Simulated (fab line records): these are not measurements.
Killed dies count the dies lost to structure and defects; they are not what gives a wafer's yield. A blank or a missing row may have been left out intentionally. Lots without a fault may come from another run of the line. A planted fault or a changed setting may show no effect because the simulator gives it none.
2 desks, one fault | flow nand-harc | each desk has only its own numbers; what lay behind them comes last

THE TOOL OWNER'S DESK: rie-si-03
The tool's own readings at NHARC_A_DECK1_JOINT_ETCHBACK_07 (etches the open film in HBr, target depth 105 nm, time 26.9 s): means of the sampled wafers that have a number, for each lot that ran on this tool. A lot is out of limits, marked OUT, if its mean lies more than 4 standard deviations from the usual mean; the brackets give that distance.
Columns: A = bias-w at NHARC_A_DECK1_JOINT_ETCHBACK_07, usual 60.01 W; B = chamber-pressure-mTorr at NHARC_A_DECK1_JOINT_ETCHBACK_07, usual 15.000 mTorr; C = drypump-motor-current-A at NHARC_A_DECK1_JOINT_ETCHBACK_07, usual 5.7 A; D = oes-product-au at NHARC_A_DECK1_JOINT_ETCHBACK_07, usual 0.999 a.u.; E = throttle-valve-pct at NHARC_A_DECK1_JOINT_ETCHBACK_07, usual 23.266 %
lot  | first seen here | A     | B      | C   | D               | E
L953 | day 11 11:50    | 59.95 | 15.008 | 5.8 | 0.990           | 23.271
L963 | day 15 09:32    | 60.04 | 15.006 | 5.7 | 1.137 (+16) OUT | 23.260
L966 | day 16 23:35    | 59.97 | 15.003 | 5.8 | 1.140 (+16) OUT | 23.264
L973 | day 19 16:23    | 60.01 | 14.996 | 5.8 | 1.009           | 23.266
L975 | day 20 18:43    | 59.98 | 14.999 | 5.8 | 1.004           | 23.261
This desk's verdict: out of limits on L963, L966, starting with L963 at day 15 09:32 (oes-product-au at NHARC_A_DECK1_JOINT_ETCHBACK_07). In limits: L953, L973, L975.

AT THE METROLOGY DESK
What the gauges read for every lot (on any tool): the sampled wafers with a number, averaged. A lot is out of limits, marked OUT, if its mean lies more than 4 standard deviations from the usual mean; the brackets give that distance.
Columns: A = cd-nm at NHARC_A_CHANNEL_HOLE_D1_CD_MEAS_30, usual 90.0 nm
lot  | first seen here | A
L953 | day 9 08:14     | 87.8
L954 | day 9 18:11     | 91.3
L958 | day 11 11:14    | 90.6
L963 | day 13 08:26    | 92.0
L966 | day 14 22:07    | 89.8
L968 | day 15 13:02    | 90.3
L969 | day 16 02:57    | 90.0
L970 | day 16 11:16    | 89.5
L971 | day 16 17:49    | 91.3
L973 | day 17 15:49    | 90.7
L974 | day 18 01:47    | 89.7
L975 | day 18 18:23    | 90.6
Finding of this desk: none of the 12 lots has anything out of limits.

TAKEN TOGETHER
At day 15 09:32, on L963, L966, the tool owner's desk was in a position to raise an alarm.
Metrology desk: nothing out of limits seen.
The metrology desk holds a record of L963, L966, inside its limits.
NHARC_A_DECK1_JOINT_ETCHBACK_07 was run on rie-si-03 by each of the lots named.

WHAT THE SIMULATOR HAD INSERTED
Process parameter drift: rie-si-03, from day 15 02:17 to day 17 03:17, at NHARC_A_DECK1_JOINT_ETCHBACK_07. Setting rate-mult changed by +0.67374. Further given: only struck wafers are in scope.
Shown lots that were struck: L963, L966.
Each desk's first reading out of limits, in hours after the fault started: the tool owner's desk, 7.
